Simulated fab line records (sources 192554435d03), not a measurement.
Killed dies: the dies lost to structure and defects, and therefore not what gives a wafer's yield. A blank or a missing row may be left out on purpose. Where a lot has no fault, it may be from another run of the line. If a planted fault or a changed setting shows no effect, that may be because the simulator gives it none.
A struck lot beside a sound one + flow n5-finfet + 36 out of 1938 route steps
Sound: wafers L662.3, L662.4, L662.5. Wafers struck: L654.1, L654.3, L654.5. The cause is given at the end.
For every step that has rows: the tool of each side, followed by ch and its chambers, followed by its first start. Under that, the readings that differ: sound wafers + struck wafers + difference of the means + sigmas: that difference in standard deviations of wafers without a fault.
alike: readings whose means differ by less than 2 such deviations, and words and numbers that are the same on both sides. not compared: withheld readings, readings that some wafer has no value for, bounds like >300 that may hide the same value, and numbers for which the record gives no deviation and whose values overlap.
The two part at a step that has a row with sigmas, a row that says differs or no value, or rows on one side only. Numbers that don't overlap but have no deviation are shown without sigmas and don't part them. A reading that every wafer of one side lacks parts them only if that side has two wafers or more.

first, 9 steps without rows for these wafers: N5_BEOL_M4_ANNEAL_95 (time 240 s); N5_BEOL_M4_SPUTTER_96 (material Cu, target thk 4.5 nm, time 8.29 s); N5_BEOL_M4_ECD_50 (material Cu, target thk 300 nm); N5_BEOL_M4_ANNEAL_51 (time 90 s); N5_BEOL_M4_CMP_52 (polishes, stops on SiOC, t overpolish 6.8 s, target thk 40 nm); N5_BEOL_M4_PRE_CLEAN_60 (time 15 s); N5_BEOL_M4_CO_CAP_55 (material Co, precursor CCTBA/H2, target thk 2 nm, time 102.1 s); N5_BEOL_M4_PRE_CLEAN_56 (time 15 s); N5_BEOL_M4_DEP_57 (deposits SiCN from 3MS/NH3, target thk 8 nm, time 14 s).
N5_BEOL_M4_RC_MEAS_101:
  sound on prober-02 ch 0, day 13 18:40; struck on prober-01 ch 0, day 12 00:22
| reading   | sound          | struck         | difference | sigmas |
|-----------|----------------|----------------|------------|--------|
| VT_P (mV) | -249 -253 -245 | -261 -251 -259 | -8         | -2     |
  alike: DIBL_N, DIBL_P, IOFF_N, IOFF_P, ION_N, ION_P, SS_N, SS_P, VT_N
then, 24 steps without rows for these wafers: N5_BEOL_M5_ILD_DEP_00 (deposits SiCOH lowk from DEMS/porogen, target thk 140.64 nm, time 25.9 s); N5_BEOL_M5_CURE_79 (cures SiCOH lowk, time 240 s); N5_BEOL_M5_PECVD_70 (deposits SiO2 from TEOS/O2, target thk 16 nm, time 18 s); N5_BEOL_M5_HM_DEP_02 (deposits TiN, target thk 20 nm); N5_BEOL_M5_COAT_59 (time 60 s, resist thk 60 nm); N5_BEOL_M5_COAT_60 (time 60 s, resist thk 12 nm); N5_BEOL_M5_COAT_71 (time 60 s, resist thk 5 nm); N5_BEOL_M5_COAT_05 (resist thk 30 nm); N5_BEOL_M5_EBR_07; N5_BEOL_M5_SOFTBAKE_06 (time 60 s); N5_BEOL_M5_EXPOSE_08 (exposes mask M5, target cd 28 nm); N5_BEOL_M5_PEB_09 (peb time 60 s); N5_BEOL_M5_DEVELOP_10 (develop time 30 s); N5_BEOL_M5_DESCUM_16 (chemistry O2, time 7 s); N5_BEOL_M5_ETCH_72 (etches underlayer in N2/H2, target depth 6.5 nm, time 5.2 s); N5_BEOL_M5_ETCH_61 (etches SiARC in CF4, target depth 15.6 nm, time 26 s); N5_BEOL_M5_ETCH_62 (etches SOC in N2/H2, target depth 75 nm, overetch 15 nm, time 112.5 s); N5_BEOL_M5_STRIP_63 (strips in N2/H2); N5_BEOL_M5_STRIP_73 (strips in N2/H2); N5_BEOL_M5_STRIP_64 (strips in CF4); N5_BEOL_M5_HM_OPEN_17 (chemistry Cl2/BCl3, target TiN, target depth 20 nm, overetch 6 nm); N5_BEOL_M5_STRIP_19 (strips in O2); N5_BEOL_M5_COAT_65 (time 60 s, resist thk 60 nm); N5_BEOL_M5_COAT_66 (time 60 s, resist thk 12 nm).
-- here the record skips 4 days between the struck wafers' starts before and after, leaving off in module BEOL_M5 and picking up in module BEOL_M15 (first step shown: number 1795 of the route) --
N5_BEOL_M15_ETCH_57: etches SOC in N2/H2, time 750 s.
  sound on rie-diel-02 ch 2,3, day 17 00:04; struck on rie-diel-02 ch 1,2, day 15 16:16
  no value came back on the struck wafers for any of 7 readings (bias-w (W), chamber-pressure-mTorr (mTorr) and others); on the sound wafers bias-w (W) reads 351.0 351.2 348.7
  not compared: rf-hours-counter-h
N5_PASSIVATION_PROBE_49:
  record: rows for the struck wafers here (prober-01, day 16 13:18), none for the sound ones

WHERE THEY PART
Last at N5_PASSIVATION_PROBE_49 as far as this record goes, first at N5_BEOL_M4_RC_MEAS_101.

WHY: whatever the simulator had introduced
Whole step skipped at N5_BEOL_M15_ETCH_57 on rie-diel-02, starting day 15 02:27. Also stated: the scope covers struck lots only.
